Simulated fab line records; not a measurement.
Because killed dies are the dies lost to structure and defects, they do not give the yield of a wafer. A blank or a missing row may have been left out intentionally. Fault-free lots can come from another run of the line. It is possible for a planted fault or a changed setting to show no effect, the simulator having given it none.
Matching of chambers + flow nand-harc + rie-diel-08 running NHARC_P_GATE_STRIP_108: 4 sister chambers
The step strips in O2. 4 wafers are shown with their chamber, then 12 later ones without.

== WAFERS WITH THEIR CHAMBER ==
| wafer  | chamber | drypump-motor-current-A (A) |
|--------|---------|-----------------------------|
| L080.3 | 0       | 5.6                         |
| L080.4 | 3       | 5.2                         |
| L087.1 | 1       | 6.6                         |
| L087.5 | 2       | 6.1                         |

== WAFERS WITHOUT THEIR CHAMBER ==
| wafer  | drypump-motor-current-A (A) |
|--------|-----------------------------|
| L089.3 | 6.0                         |
| L089.4 | 5.2                         |
| L089.5 | 6.1                         |
| L088.2 | 6.6                         |
| L088.3 | 5.2                         |
| L088.4 | 6.1                         |
| L095.1 | 5.2                         |
| L095.2 | 5.6                         |
| L095.4 | 6.6                         |
| L096.1 | 6.1                         |
| L096.3 | 5.6                         |
| L096.4 | 5.6                         |

== WHICH CHAMBER EACH WENT THROUGH ==
| wafer  | from the rows above | in truth |
|--------|---------------------|----------|
| L089.3 | 2                   | 2        |
| L089.4 | 3                   | 3        |
| L089.5 | 2                   | 2        |
| L088.2 | 1                   | 1        |
| L088.3 | 3                   | 3        |
| L088.4 | 2                   | 2        |
| L095.1 | 3                   | 3        |
| L095.2 | 0                   | 0        |
| L095.4 | 1                   | 1        |
| L096.1 | 2                   | 2        |
| L096.3 | 0                   | 0        |
| L096.4 | 0                   | 0        |
12 of 12 placed correctly. Not placeable from these rows: 0. Placed wrongly: 0.
How it was worked out, from the rows above alone: a wafer's distance from a chamber is the root of the sum, over the readings, of the square of ((its reading less the chamber's mean) divided by the reading's scatter). If the next closest chamber is less than 2 further off than the closest, the wafer can't be placed; otherwise it belongs to the closest. For every chamber, the mean is computed from those of its wafers that are shown. The scatter: with one shown wafer a chamber, the root of the mean of the squares of how far each hidden wafer lies from its nearest shown one.
